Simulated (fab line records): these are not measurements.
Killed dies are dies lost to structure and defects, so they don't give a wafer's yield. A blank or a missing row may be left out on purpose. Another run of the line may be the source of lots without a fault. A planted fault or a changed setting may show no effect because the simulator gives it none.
A struck lot beside a sound one :: flow nand-harc :: 15 out of 1302 route steps
Sound: these wafers, L650.4, L650.5, L650.6. Struck: wafers L644.1, L644.3. (L644.2 of the same lot was not struck and is left out.) The cause comes at the end.
At each step with rows: each side's tool, then ch and its chambers, then its first start. Under that, the readings that differ: sound wafers :: struck wafers :: difference of the means :: sigmas: that difference in standard deviations of wafers without a fault.
alike: a reading whose means differ by less than 2 such deviations, as well as words and numbers matching on both sides. not compared: withheld readings; readings where some wafer has no value; bounds like >300 that might hide an equal value; numbers whose values overlap and for which the record gives no deviation.
Wherever a step has rows on one side only, a row that says differs or no value, or a row with sigmas, the two part there. When numbers do not overlap yet have no deviation, they are printed without sigmas and do not part them. A reading missing from all wafers of one side parts the sides only when that side holds two or more wafers.

NHARC_A_DECK1_JOINT_CMP_02: polishes SiOx.
  sound on cmp-03 ch 0,3, day 17 17:25; struck on cmp-03 ch 0,3, day 15 09:08
reading: slurry-flow-ml-min
sound: 150.5 149.9 150.5
struck: 149.3 149.4
difference: -0.9
sigmas: -2
  alike: motor-current-A
  not compared: pad-life-wafers
after that, 1 step had no rows for these wafers: NHARC_A_DECK1_JOINT_SRD_15.
NHARC_A_DECK1_JOINT_DEP_16: deposits SiO2, target thk 45 nm.
  sound on pecvd-04 ch 0,1,2, day 17 17:53; struck on pecvd-01 ch 0,1, day 15 09:31
  alike: chamber-pressure-Torr, heater-power-w, throttle-valve-pct
NHARC_A_DECK1_JOINT_THK_MEAS_17: measures by ellipsometry.
  sound on film-metro-02, day 17 18:05; struck on film-metro-02, day 15 09:49
  alike: thk-nm
NHARC_A_DECK1_JOINT_INSPECT_05:
  sound on defect-inspect-01, day 17 18:07; struck on defect-inspect-01, day 15 09:50
  alike: raw-defect-count
then, 1 step without rows for these wafers: NHARC_A_ONON_D2_DEP_00 (target thk 1000 nm).
NHARC_A_ONON_D2_THK_MEAS_02: measures by ellipsometry.
  sound on film-metro-01, day 17 18:41; struck on film-metro-02, day 15 10:25
reading: thk-nm (nm)
sound: 1006 1005 1006
struck: 983 984
difference: -22
sigmas: -2
then, 1 step without rows for these wafers: NHARC_A_ONON_D2_DEP_03 (target thk 1000 nm).
NHARC_A_ONON_D2_THK_MEAS_05: measures by ellipsometry.
  sound on film-metro-02, day 17 19:15; struck on film-metro-01, day 15 10:59
  alike: thk-nm
then, 1 step without rows for these wafers: NHARC_A_ONON_D2_DEP_06 (target thk 1000 nm).
NHARC_A_ONON_D2_THK_MEAS_08: measures by ellipsometry.
  sound on film-metro-02, day 17 19:49; struck on film-metro-01, day 15 11:33
  alike: thk-nm
NHARC_A_ONON_D2_DEP_09: target thk 1000 nm.
  sound on pecvd-onon-04 ch 0, day 17 20:03; struck on pecvd-onon-01 ch 0, day 15 11:37
  alike: n2o-flow-sccm
NHARC_A_ONON_D2_THK_MEAS_11: measures by ellipsometry.
  sound on film-metro-01, day 17 20:25; struck on film-metro-02, day 15 12:07
reading: thk-nm (nm)
sound: 1018 1019 1020
struck: 673 672
difference: -346
sigmas: -32
then, 1 step without rows for these wafers: NHARC_A_ONON_D2_DEP_12 (target thk 1000 nm).
-- record jumps: 12 days between struck wafers' starts before vs after; left off in module A_ONON_D2, resumes in module END, first step shown is number 1302 of the route --
NHARC_END_SORT_01:
  here the record holds rows for the struck wafers (prober-02 ch 0, day 27 16:05) but none for the sound ones

## WHERE THEY PART
At NHARC_A_DECK1_JOINT_CMP_02 first; at NHARC_END_SORT_01 last (within this record only).

WHY: what the simulator had put in
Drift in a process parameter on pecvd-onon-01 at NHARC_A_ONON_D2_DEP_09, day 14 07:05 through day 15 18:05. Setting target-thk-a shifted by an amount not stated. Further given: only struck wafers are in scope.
